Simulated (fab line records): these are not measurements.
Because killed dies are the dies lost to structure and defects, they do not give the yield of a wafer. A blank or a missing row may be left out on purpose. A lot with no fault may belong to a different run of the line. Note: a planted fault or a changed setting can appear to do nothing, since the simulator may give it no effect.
Lot-split experiment | flow n5_finfet | on a route of 1938 steps: 7 lots, 21 wafers read

== ON THE SPLIT ==
At N5_WELL_APT_EXPOSE_05 (exposes mask NWELL, defocus 0 nm, target cd 200 nm), the setting dose_mj was moved away from the recipe's 20.3 on 4 of the 21 wafers read, by +2.5% to +7.2%. All remaining wafers had this setting at the recipe value.

== FROM THE SPLIT TO THE READING: what the file shows between them, 3 steps ==
- N5_WELL_APT_PEB_06: peb time 90 s
- N5_WELL_APT_DEVELOP_07: develop time 45 s
- N5_WELL_APT_HARDBAKE_12: time 120 s

== THE READING ==
cd_nm (nm) at N5_WELL_APT_CD_MEAS_08, where the cd target is 200 nm. Fault-free wafers of this fab line usually give 199.9 nm, standard deviation 1.3 nm.

wafer  | tool, chamber at the split | dose_mj as run | against the recipe | cd_nm, nm | against lot-mates on the recipe
L081.1 | krf_scanner-01, 0          | 20.3           | recipe             | 199.7     | -
L081.2 | krf_scanner-01, 0          | 20.3           | recipe             | 203.3     | -
L081.6 | krf_scanner-01, 0          | 20.3           | recipe             | 201.4     | -
L083.1 | krf_scanner-02, 0          | 20.3           | recipe             | 199.5     | -
L083.2 | krf_scanner-02, 0          | 20.3           | recipe             | 196.3     | -
L083.4 | krf_scanner-02, 0          | 20.3           | recipe             | 195.6     | -
L088.1 | krf_scanner-02, 0          | 20.8           | +2.5%              | 203.7     | +2.0
L088.5 | krf_scanner-02, 0          | 20.8           | +2.5%              | 205.2     | +3.5
L088.6 | krf_scanner-02, 0          | 20.3           | recipe             | 201.7     | -
L090.2 | krf_scanner-01, 0          | 20.3           | recipe             | 198.1     | -
L090.3 | krf_scanner-01, 0          | 21.31          | +5.0%              | 206.2     | +8.1
L090.4 | krf_scanner-01, 0          | 20.3           | recipe             | 198.1     | -
L091.2 | krf_scanner-01, 0          | 20.3           | recipe             | 198.9     | -
L091.3 | krf_scanner-01, 0          | 20.3           | recipe             | 200.3     | -
L091.5 | krf_scanner-01, 0          | 20.3           | recipe             | 199.6     | -
L092.3 | krf_scanner-01, 0          | 20.3           | recipe             | 200.2     | -
L092.4 | krf_scanner-01, 0          | 20.3           | recipe             | 199.7     | -
L092.6 | krf_scanner-01, 0          | 20.3           | recipe             | 199.7     | -
L093.2 | krf_scanner-01, 0          | 20.3           | recipe             | 202.4     | -
L093.3 | krf_scanner-01, 0          | 20.3           | recipe             | 199.5     | -
L093.4 | krf_scanner-01, 0          | 21.77          | +7.2%              | 212.3     | +11.4

FIT RESULTS
A straight line over all 21 wafers: cd_nm changes by +1.65 nm for each +1% of dose_mj; r = +0.87; the points scatter about the line by 1.9 nm.
The same after taking each lot's own level away (the mean of its wafers on the recipe; 21 wafers): +1.54 nm for each +1%; r = +0.94; scatter 1.1 nm.
Per that fit: largest dose_mj move, reading shift of 11 nm.
Measured against the standard deviation above, the lots' own levels, which go from 197.13 to 201.70 nm, span 3.5 times it.
The two slopes agree, so the slope changes little with the lot-to-lot level.
Check: for one of the wafers moved furthest among these (+7.2%), held out of the fit, the line's prediction against its lot-mates is +10.6 nm. Against them it came out at +11.4 nm.

== FURTHER SPLITS ON THESE WAFERS ==
Note: prior to the reading, these wafers also went through further splits. Each is held against what the fit with the lots' levels taken away leaves over:
other split on the same wafers | wafers away from the commonest value | r with cd_nm (lot level and that fit taken away)
N5_WELL_APT_COAT_02 spin_rpm   | 11                                   | +0.05

== THE WHOLE CHAIN: every reading that the file lists as answering this split, in the file's order ==
step                   | what it does             | reading                                                         | change (the file's fit)              | r (the file's)
N5_WELL_APT_CD_MEAS_08 | target cd 200 nm         | cd_nm                                                           | +1.55 nm for each +1% of the setting | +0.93
N5_WELL_APT_DESCUM_13  | chemistry O2, time 7.9 s | WELL_APT.cd_nm (the simulator's own value, which no gauge read) | +1.57 nm for each +1% of the setting | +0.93

== FILE'S OWN FIT ==
cd_nm changes by +1.55 nm for each +1% of dose_mj, r = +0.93.
